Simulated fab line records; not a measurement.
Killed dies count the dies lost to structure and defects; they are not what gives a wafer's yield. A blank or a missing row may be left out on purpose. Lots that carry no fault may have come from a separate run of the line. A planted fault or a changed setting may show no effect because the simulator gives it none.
Chamber matching || flow nand-harc || ald-metal-03 running NHARC_P_CONTACT_ALD_22: 4 sister chambers
The step deposits TiN, target thk 3 nm, pulse time 1 s, ald cycles 150. 14 wafers are shown with their chamber, then 7 later ones without.

== WAFERS, EACH WITH ITS CHAMBER ==
{"wafer": "L076.1", "chamber": 3, "heater-power-w (W)": 872, "heater-power-outer-w (W)": 578, "precursor-pulse-height-rel": 1.006}
{"wafer": "L076.3", "chamber": 1, "heater-power-w (W)": 1044, "heater-power-outer-w (W)": 685, "precursor-pulse-height-rel": 1.000}
{"wafer": "L076.5", "chamber": 3, "heater-power-w (W)": 882, "heater-power-outer-w (W)": 606, "precursor-pulse-height-rel": 0.966}
{"wafer": "L079.3", "chamber": 0, "heater-power-w (W)": 933, "heater-power-outer-w (W)": 587, "precursor-pulse-height-rel": 1.017}
{"wafer": "L079.5", "chamber": 3, "heater-power-w (W)": 894, "heater-power-outer-w (W)": 612, "precursor-pulse-height-rel": 0.996}
{"wafer": "L079.6", "chamber": 2, "heater-power-w (W)": 1166, "heater-power-outer-w (W)": 827, "precursor-pulse-height-rel": 1.032}
{"wafer": "L083.2", "chamber": 0, "heater-power-w (W)": 978, "heater-power-outer-w (W)": 615, "precursor-pulse-height-rel": 1.031}
{"wafer": "L083.4", "chamber": 2, "heater-power-w (W)": 1120, "heater-power-outer-w (W)": 773, "precursor-pulse-height-rel": 1.005}
{"wafer": "L083.6", "chamber": 0, "heater-power-w (W)": 994, "heater-power-outer-w (W)": 617, "precursor-pulse-height-rel": 0.981}
{"wafer": "L087.1", "chamber": 3, "heater-power-w (W)": 884, "heater-power-outer-w (W)": 598, "precursor-pulse-height-rel": 1.000}
{"wafer": "L087.2", "chamber": 1, "heater-power-w (W)": 1073, "heater-power-outer-w (W)": 711, "precursor-pulse-height-rel": 1.022}
{"wafer": "L087.4", "chamber": 2, "heater-power-w (W)": 1131, "heater-power-outer-w (W)": 778, "precursor-pulse-height-rel": 0.986}
{"wafer": "L089.1", "chamber": 1, "heater-power-w (W)": 1046, "heater-power-outer-w (W)": 704, "precursor-pulse-height-rel": 1.003}
{"wafer": "L089.4", "chamber": 2, "heater-power-w (W)": 1117, "heater-power-outer-w (W)": 777, "precursor-pulse-height-rel": 1.009}

SIGNATURES, as means of the wafers listed above
{"reading": "heater-power-w", "chamber 0": 968.33, "chamber 1": 1054.33, "chamber 2": 1133.50, "chamber 3": 883.00, "scatter within a chamber": 20.7}
{"reading": "heater-power-outer-w", "chamber 0": 606.33, "chamber 1": 700.00, "chamber 2": 788.75, "chamber 3": 598.50, "scatter within a chamber": 18.8}
{"reading": "precursor-pulse-height-rel", "chamber 0": 1.00967, "chamber 1": 1.00833, "chamber 2": 1.00800, "chamber 3": 0.99200, "scatter within a chamber": 0.0191}
Rule: for each reading, subtract the chamber's mean from the wafer's reading, divide by that reading's scatter and square the result; add these up over the readings and take the root, which gives the wafer's distance from the chamber. The wafer belongs to the nearest chamber; if the next one is less than 2 further off, it can't be placed. The scatter is the square root of a quotient: the sum, over the shown wafers, of each reading's squared deviation from its chamber's mean, divided by wafers minus chambers.

== WAFERS WITH NO CHAMBER GIVEN ==
{"wafer": "L089.5", "heater-power-w (W)": 1025, "heater-power-outer-w (W)": 685, "precursor-pulse-height-rel": 0.980}
{"wafer": "L092.3", "heater-power-w (W)": 911, "heater-power-outer-w (W)": 613, "precursor-pulse-height-rel": 1.048}
{"wafer": "L092.4", "heater-power-w (W)": 969, "heater-power-outer-w (W)": 620, "precursor-pulse-height-rel": 1.020}
{"wafer": "L092.5", "heater-power-w (W)": 1035, "heater-power-outer-w (W)": 705, "precursor-pulse-height-rel": 1.041}
{"wafer": "L096.3", "heater-power-w (W)": 989, "heater-power-outer-w (W)": 624, "precursor-pulse-height-rel": 1.007}
{"wafer": "L096.5", "heater-power-w (W)": 981, "heater-power-outer-w (W)": 607, "precursor-pulse-height-rel": 0.992}
{"wafer": "L096.6", "heater-power-w (W)": 911, "heater-power-outer-w (W)": 597, "precursor-pulse-height-rel": 0.986}

== WHICH CHAMBER EACH WENT THROUGH ==
{"wafer": "L089.5", "from the rows above": 1, "in truth": 1}
{"wafer": "L092.3", "from the rows above": "can't be placed: 3 or 0", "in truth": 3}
{"wafer": "L092.4", "from the rows above": 0, "in truth": 0}
{"wafer": "L092.5", "from the rows above": 1, "in truth": 1}
{"wafer": "L096.3", "from the rows above": 0, "in truth": 0}
{"wafer": "L096.5", "from the rows above": 0, "in truth": 0}
{"wafer": "L096.6", "from the rows above": "can't be placed: 3 or 0", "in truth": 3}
Correct placement for 5 of the 7. Can't be placed from these rows: 2 (the true chamber is among the candidates in 2). Placed wrongly: 0.
